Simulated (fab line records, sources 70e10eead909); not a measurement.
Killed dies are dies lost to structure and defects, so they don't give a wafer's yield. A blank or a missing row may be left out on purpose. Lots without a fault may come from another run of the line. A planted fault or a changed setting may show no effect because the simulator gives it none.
A struck lot beside a sound one | flow nand_harc | 27 steps out of a route of 1159
Sound: wafers L352.1, L352.4, L352.5. Struck: wafers L366.3, L366.4, L366.6. The cause comes at the end.
At each step with rows: each side's tool, then ch and its chambers, then its first start. Under that, the readings that differ: sound wafers | struck wafers | difference of the means | sigmas: that difference in standard deviations of wafers without a fault.
alike: readings whose means differ by less than 2 such deviations, and words and numbers that are the same on both sides. not compared: withheld readings, readings that some wafer has no value for, bounds like >300 that may hide the same value, and numbers for which the record gives no deviation and whose values overlap.
The two part at a step that has a row with sigmas, a row that says differs or no value, or rows on one side only. Numbers that don't overlap but have no deviation are shown without sigmas and don't part them. A reading that every wafer of one side lacks parts them only if that side has two wafers or more.

first, 8 steps without rows for these wafers: NHARC_P_GATE_DEHYDRATE_83 (time 120 s); NHARC_P_GATE_HMDS_84 (time 30 s); NHARC_P_GATE_COAT_85; NHARC_P_GATE_SOFTBAKE_86 (time 95 s); NHARC_P_GATE_EBR_87; NHARC_P_GATE_EXPOSE_88 (exposes mask P HVN, target cd 2000 nm); NHARC_P_GATE_PEB_89 (peb time 85 s); NHARC_P_GATE_DEVELOP_90 (time 70 s).
NHARC_P_GATE_CD_MEAS_91: target cd 2000 nm.
  sound on cd_sem-02 ch 0, day 6 13:19; struck on cd_sem-02 ch 0, day 9 20:46
  alike: cd_nm
then, 1 step without rows for these wafers: NHARC_P_GATE_HARDBAKE_92 (time 80 s).
NHARC_P_GATE_DESCUM_93: chemistry O2, time 3 s.
  sound on rie_diel-05 ch 0,2,3, day 6 13:35; struck on rie_diel-08 ch 0,1, day 9 21:11
  alike: drypump_motor_current_A, oes_product_au, rf_vpp_V, showerhead_plenum_p_Torr, throttle_valve_pct
  not compared: rf_hours_counter_h
then, 1 step without rows for these wafers: NHARC_P_GATE_IMPLANT_94.
NHARC_P_GATE_STRIP_113: strips in N2/H2, time 740 s.
  sound on plasma_asher-01 ch 0,1, day 6 14:06; struck on plasma_asher-02 ch 0,1, day 9 21:47
  alike: drypump_motor_current_A, heater_power_w
  not compared: rf_hours_counter_h
then, 2 steps without rows for these wafers: NHARC_P_GATE_STRIP_95 (strips in O2); NHARC_P_GATE_STRIP_96 (strips in SPM, time 900 s).
NHARC_P_GATE_RTA_64: time 1 s.
  sound on rtp_anneal-02 ch 0, day 6 15:19; struck on rtp_anneal-01 ch 0, day 9 22:53
  alike: lamp_power_pct, wafer_temp_C_max
then, 1 step without rows for these wafers: NHARC_P_GATE_ETCH_77 (etches SiO2 in dHF, target depth 6 nm).
NHARC_P_GATE_DEGAS_109: time 60 s.
  sound on pvd_sputter-01, day 6 15:37; struck on pvd_sputter-03, day 9 23:08
  alike: heater_power_w
then, 3 steps without rows for these wafers: NHARC_P_GATE_PRE_CLEAN_110 (time 30 s); NHARC_P_GATE_SPUTTER_78 (material Ni, target thk 10 nm); NHARC_P_GATE_SPUTTER_79 (material TiN, target thk 10 nm).
NHARC_P_GATE_RTA_80: time 30 s.
  sound on rtp_anneal-02 ch 0, day 6 15:58; struck on rtp_anneal-01 ch 0, day 9 23:29
  alike: wafer_temp_C_max
then, 1 step without rows for these wafers: NHARC_P_GATE_STRIP_67 (strips in SPM, time 600 s).
NHARC_P_GATE_RTA_82: time 30 s.
  sound on rtp_anneal-02 ch 0, day 6 16:26; struck on rtp_anneal-01 ch 0, day 9 23:57
  alike: lamp_power_pct, wafer_temp_C_max
NHARC_P_GATE_INSPECT_68:
  sound on defect_inspect-02, day 6 16:38; struck on defect_inspect-02, day 10 00:05
  reading          | sound       | struck      | difference | sigmas
  raw_defect_count | 134 168 121 | 502 435 434 | +316       | +4
then, 1 step without rows for these wafers: NHARC_P_CONTACT_DEP_30 (deposits SiNx, target thk 30 nm).
-- the record jumps here: 14 days lie between the struck wafers' starts before and after (it left off in module P_CONTACT and takes up again in module END, whose first step shown is number 1159 of the route) --
NHARC_END_SORT_01:
  sound on prober-01 ch 0, day 20 08:25; struck on prober-01 ch 0, day 24 01:21
  reading             | sound    | struck   | difference | sigmas
  killed_at_array     | 14 8 9   | 37 39 46 | +30        | +3
  killed_at_periphery | 3 3 1    | 50 42 53 | +46        | +18
  killed_dies         | 17 11 10 | 87 81 99 | +76        | +7
  alike: killed_at_other, killed_open, killed_short

WHERE THEY PART
First at NHARC_P_GATE_INSPECT_68; last, within this record, at NHARC_END_SORT_01.

WHY: what the simulator had put in
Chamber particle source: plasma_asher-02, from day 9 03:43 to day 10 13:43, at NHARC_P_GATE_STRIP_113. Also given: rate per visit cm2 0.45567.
